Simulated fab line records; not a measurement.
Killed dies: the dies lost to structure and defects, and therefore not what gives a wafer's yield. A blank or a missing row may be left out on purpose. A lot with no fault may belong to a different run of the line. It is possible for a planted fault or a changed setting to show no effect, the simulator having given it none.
Chamber matching || flow nand-harc || NHARC_A_STAIRCASE_ETCH_23 on rie-diel-08 has 4 sister chambers
The step etches the open film in C4F8/O2, target depth 100 nm, time 40.5 s. 7 wafers are shown with their chamber, then 7 later ones without.

== WAFERS WITH THEIR CHAMBER ==
{"wafer": "L927.1", "chamber": 3, "rf-fwd-power-W (W)": 592, "oes-product-au (a.u.)": 0.929}
{"wafer": "L927.2", "chamber": 0, "rf-fwd-power-W (W)": 588, "oes-product-au (a.u.)": 0.926}
{"wafer": "L927.3", "chamber": 1, "rf-fwd-power-W (W)": 595, "oes-product-au (a.u.)": 0.938}
{"wafer": "L929.5", "chamber": 2, "rf-fwd-power-W (W)": 587, "oes-product-au (a.u.)": 0.942}
{"wafer": "L929.6", "chamber": 1, "rf-fwd-power-W (W)": 594, "oes-product-au (a.u.)": 0.943}
{"wafer": "L931.2", "chamber": 2, "rf-fwd-power-W (W)": 586, "oes-product-au (a.u.)": 0.968}
{"wafer": "L931.3", "chamber": 0, "rf-fwd-power-W (W)": 589, "oes-product-au (a.u.)": 0.955}

== WAFERS WHOSE CHAMBER IS MISSING ==
{"wafer": "L931.5", "rf-fwd-power-W (W)": 594, "oes-product-au (a.u.)": 0.956}
{"wafer": "L938.1", "rf-fwd-power-W (W)": 590, "oes-product-au (a.u.)": 0.951}
{"wafer": "L938.2", "rf-fwd-power-W (W)": 594, "oes-product-au (a.u.)": 0.950}
{"wafer": "L938.6", "rf-fwd-power-W (W)": 590, "oes-product-au (a.u.)": 0.945}
{"wafer": "L945.3", "rf-fwd-power-W (W)": 594, "oes-product-au (a.u.)": 0.949}
{"wafer": "L945.4", "rf-fwd-power-W (W)": 593, "oes-product-au (a.u.)": 0.952}
{"wafer": "L945.6", "rf-fwd-power-W (W)": 592, "oes-product-au (a.u.)": 0.945}

== CHAMBER TAKEN BY EACH ==
{"wafer": "L931.5", "from the rows above": 1, "in truth": 1}
{"wafer": "L938.1", "from the rows above": "can't be placed: 0 or 3", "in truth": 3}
{"wafer": "L938.2", "from the rows above": 1, "in truth": 1}
{"wafer": "L938.6", "from the rows above": "can't be placed: 0 or 3", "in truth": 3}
{"wafer": "L945.3", "from the rows above": 1, "in truth": 1}
{"wafer": "L945.4", "from the rows above": "can't be placed: 3 or 1", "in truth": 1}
{"wafer": "L945.6", "from the rows above": 3, "in truth": 3}
Placed correctly: 4 of 7. Can't be placed from these rows: 3 (the true chamber is among the candidates in 3). Placed wrongly: 0.
How it was worked out, from the rows above alone: a wafer's distance from a chamber is the root of the sum, over the readings, of the square of ((its reading less the chamber's mean) divided by the reading's scatter). The wafer belongs to the nearest chamber; if the next one is less than 2 further off, it can't be placed. The mean given for a chamber averages the wafers shown for that chamber. How the scatter is found: for the shown wafers, subtract from each reading the mean of its chamber, square and add these, divide the total by (wafers less chambers), then take the root.
